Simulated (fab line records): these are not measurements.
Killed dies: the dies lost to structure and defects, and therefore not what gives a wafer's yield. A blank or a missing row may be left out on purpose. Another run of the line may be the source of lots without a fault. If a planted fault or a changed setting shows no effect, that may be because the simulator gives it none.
Chamber matching / flow n5 finfet / N5_BEOL_M2_STRIP_36 on rie diel-04: 4 sister chambers
The step strips in N2/H2. 4 wafers are shown with their chamber, then 7 later ones without.

== WAFERS, EACH WITH ITS CHAMBER ==
wafer=L084.4; chamber=0; showerhead plenum p Torr (Torr)=2.41
wafer=L085.2; chamber=2; showerhead plenum p Torr (Torr)=2.58
wafer=L087.2; chamber=1; showerhead plenum p Torr (Torr)=2.47
wafer=L087.4; chamber=3; showerhead plenum p Torr (Torr)=2.57

== WAFERS WHOSE CHAMBER IS MISSING ==
wafer=L087.5; showerhead plenum p Torr (Torr)=2.58
wafer=L094.1; showerhead plenum p Torr (Torr)=2.57
wafer=L094.2; showerhead plenum p Torr (Torr)=2.57
wafer=L094.3; showerhead plenum p Torr (Torr)=2.40
wafer=L097.4; showerhead plenum p Torr (Torr)=2.46
wafer=L097.5; showerhead plenum p Torr (Torr)=2.56
wafer=L097.6; showerhead plenum p Torr (Torr)=2.57

== WHICH CHAMBER EACH WENT THROUGH ==
wafer=L087.5; from the rows above=can't be placed: 2 or 3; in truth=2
wafer=L094.1; from the rows above=can't be placed: 3 or 2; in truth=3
wafer=L094.2; from the rows above=can't be placed: 3 or 2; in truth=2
wafer=L094.3; from the rows above=0; in truth=0
wafer=L097.4; from the rows above=1; in truth=1
wafer=L097.5; from the rows above=can't be placed: 3 or 2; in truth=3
wafer=L097.6; from the rows above=can't be placed: 3 or 2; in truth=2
Correct placement for 2 of the 7. Not placeable from these rows: 5 (in 5, the candidates include the true chamber). Placed wrongly: 0.
How it was worked out, from the rows above alone: a wafer's distance from a chamber is the root of the sum, over the readings, of the square of ((its reading less the chamber's mean) divided by the reading's scatter). If the next closest chamber is less than 2 further off than the closest, the wafer can't be placed; otherwise it belongs to the closest. A chamber's mean is the mean of its shown wafers. The scatter: root of mean squared gap, hidden wafer to nearest shown wafer, with one shown wafer a chamber.
